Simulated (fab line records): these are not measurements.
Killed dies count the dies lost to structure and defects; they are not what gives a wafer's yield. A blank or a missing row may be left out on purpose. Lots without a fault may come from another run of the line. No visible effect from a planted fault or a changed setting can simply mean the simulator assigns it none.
Matching of chambers :: flow n5_finfet :: N5_BEOL_M0_SAQP_ALD_48 on ald_sin-03 has 4 sister chambers
The step deposits SiO2, target thk 20 nm, pulse time 1 s, co reactant pulse time 1 s. 4 wafers are shown with their chamber, then 10 later ones without.

EACH WAFER AND ITS CHAMBER
wafer: L087.1
chamber: 1
heater_power_w (W): 77

wafer: L087.6
chamber: 3
heater_power_w (W): 83

wafer: L092.1
chamber: 2
heater_power_w (W): 64

wafer: L092.2
chamber: 0
heater_power_w (W): 80

WAFERS WHOSE CHAMBER IS MISSING
wafer: L092.6
heater_power_w (W): 77

wafer: L093.1
heater_power_w (W): 76

wafer: L093.3
heater_power_w (W): 79

wafer: L093.6
heater_power_w (W): 76

wafer: L094.1
heater_power_w (W): 84

wafer: L094.3
heater_power_w (W): 64

wafer: L094.4
heater_power_w (W): 77

wafer: L097.2
heater_power_w (W): 80

wafer: L097.5
heater_power_w (W): 77

wafer: L097.6
heater_power_w (W): 82

WHICH CHAMBER EACH ONE RAN IN
wafer: L092.6
from the rows above: 1
in truth: 1

wafer: L093.1
from the rows above: 1
in truth: 1

wafer: L093.3
from the rows above: can't be placed: 0 or 1
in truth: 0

wafer: L093.6
from the rows above: 1
in truth: 1

wafer: L094.1
from the rows above: 3
in truth: 3

wafer: L094.3
from the rows above: 2
in truth: 2

wafer: L094.4
from the rows above: 1
in truth: 1

wafer: L097.2
from the rows above: 0
in truth: 0

wafer: L097.5
from the rows above: 1
in truth: 1

wafer: L097.6
from the rows above: can't be placed: 3 or 0
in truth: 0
Correctly placed: 8 of 10. Unplaceable from these rows: 2, with the true chamber sitting among the candidates in 2. Wrongly placed: 0.
How it was worked out, from the rows above alone: a wafer's distance from a chamber is the root of the sum, over the readings, of the square of ((its reading less the chamber's mean) divided by the reading's scatter). If the next closest chamber is less than 2 further off than the closest, the wafer can't be placed; otherwise it belongs to the closest. Each chamber's mean is taken over the wafers shown for it. The scatter: root of mean squared gap, hidden wafer to nearest shown wafer, with one shown wafer a chamber.
